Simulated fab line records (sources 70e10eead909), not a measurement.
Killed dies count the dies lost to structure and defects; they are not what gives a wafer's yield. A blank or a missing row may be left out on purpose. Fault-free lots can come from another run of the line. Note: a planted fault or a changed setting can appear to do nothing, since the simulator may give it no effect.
Which tool is to blame? :: flow nandHarc :: 72 wafers sampled from 24 lots at 1 step of a route of 1159

## WHAT EACH GAUGE READ, for each wafer
NHARC_P_STI_OVL_MEAS_10.
lot: L074
measured: day 2 10:08
on: overlay-02
overlayXNm (nm): 7 6 6
overlayYNm (nm): -4 -5 -5

lot: L075
measured: day 2 21:04
on: overlay-02
overlayXNm (nm): 0 -1 -1
overlayYNm (nm): -10 -10 -10

lot: L076
measured: day 2 21:05
on: overlay-01
overlayXNm (nm): -6 -7 -6
overlayYNm (nm): -2 -1 -2

lot: L077
measured: day 3 06:37
on: overlay-02
overlayXNm (nm): 2 2 2
overlayYNm (nm): 1 1 1

lot: L078
measured: day 3 10:56
on: overlay-02
overlayXNm (nm): -2 -2 -2
overlayYNm (nm): 4 4 3

lot: L079
measured: day 3 17:46
on: overlay-01
overlayXNm (nm): -3 -3 -3
overlayYNm (nm): -14 -13 -13

lot: L080
measured: day 3 23:01
on: overlay-02
overlayXNm (nm): -2 -3 -2
overlayYNm (nm): 4 4 4

lot: L081
measured: day 4 05:35
on: overlay-02
overlayXNm (nm): -1 -1 0
overlayYNm (nm): -4 -3 -3

lot: L082
measured: day 4 11:02
on: overlay-01
overlayXNm (nm): -3 -3 -3
overlayYNm (nm): -3 -3 -2

lot: L083
measured: day 4 18:14
on: overlay-02
overlayXNm (nm): 0 0 0
overlayYNm (nm): 0 0 0

lot: L084
measured: day 4 22:59
on: overlay-01
overlayXNm (nm): 1 0 0
overlayYNm (nm): 6 5 6

lot: L085
measured: day 5 05:56
on: overlay-01
overlayXNm (nm): -1 -1 -1
overlayYNm (nm): -13 -13 -12

lot: L086
measured: day 5 13:01
on: overlay-01
overlayXNm (nm): 8 8 7
overlayYNm (nm): -6 -6 -7

lot: L087
measured: day 5 19:14
on: overlay-01
overlayXNm (nm): -2 -2 -2
overlayYNm (nm): 11 11 11

lot: L089
measured: day 6 03:22
on: overlay-01
overlayXNm (nm): -3 -3 -3
overlayYNm (nm): 12 11 12

lot: L088
measured: day 6 03:31
on: overlay-01
overlayXNm (nm): -2 -2 -1
overlayYNm (nm): -6 -6 -6

lot: L090
measured: day 6 13:23
on: overlay-02
overlayXNm (nm): -3 -2 -2
overlayYNm (nm): -9 -8 -9

lot: L091
measured: day 6 17:02
on: overlay-02
overlayXNm (nm): 0 0 0
overlayYNm (nm): 1 0 0

lot: L092
measured: day 7 01:14
on: overlay-02
overlayXNm (nm): 0 0 1
overlayYNm (nm): -4 -5 -4

lot: L093
measured: day 7 06:40
on: overlay-01
overlayXNm (nm): -4 -5 -5
overlayYNm (nm): 3 2 2

lot: L094
measured: day 7 11:23
on: overlay-01
overlayXNm (nm): 3 3 2
overlayYNm (nm): -2 -2 -2

lot: L095
measured: day 7 20:33
on: overlay-01
overlayXNm (nm): -6 -5 -5
overlayYNm (nm): -5 -5 -5

lot: L096
measured: day 7 23:04
on: overlay-01
overlayXNm (nm): 6 6 6
overlayYNm (nm): 2 1 1

lot: L097
measured: day 8 08:15
on: overlay-01
overlayXNm (nm): 5 5 5
overlayYNm (nm): -2 -2 -1

## WHICH TOOL RAN EACH LOT (tool, then ch and the chambers of the sampled wafers, then the start)
The record holds no process step before these readings.

## WHAT THE TOOLS THEMSELVES READ (means of the sampled wafers that have a number; where no wafer has one, the mark that the record gives instead)
The record holds no such reading with a usual standard deviation.

## THE ANSWER, worked out from the rows above alone
Rule: the usual values come from the lots themselves. The widest of any qualifying gaps counts: lots, ordered by their means at a reading, are off when they make up no more than a third of the lots, leave a main group of 4 or more, and stand apart from it by 3 or more times the standard deviation of that group's means. A main group whose means are all the same, to the digits that the tables above print for the reading, isn't used. Also off: a lot with no number at a reading for which 4 or more lots have one. The other lots that the step has rows for count as sound. First the gauges in route order, then the tools' own readings, where a lot's mean is used as printed above. The first step at which some lot is off is used, and at that step the reading that is off furthest; a lot without a number counts as furthest.
No lot is off on any of the readings shown, so nothing can be concluded from this.

## WHAT THE SIMULATOR HAD INSERTED
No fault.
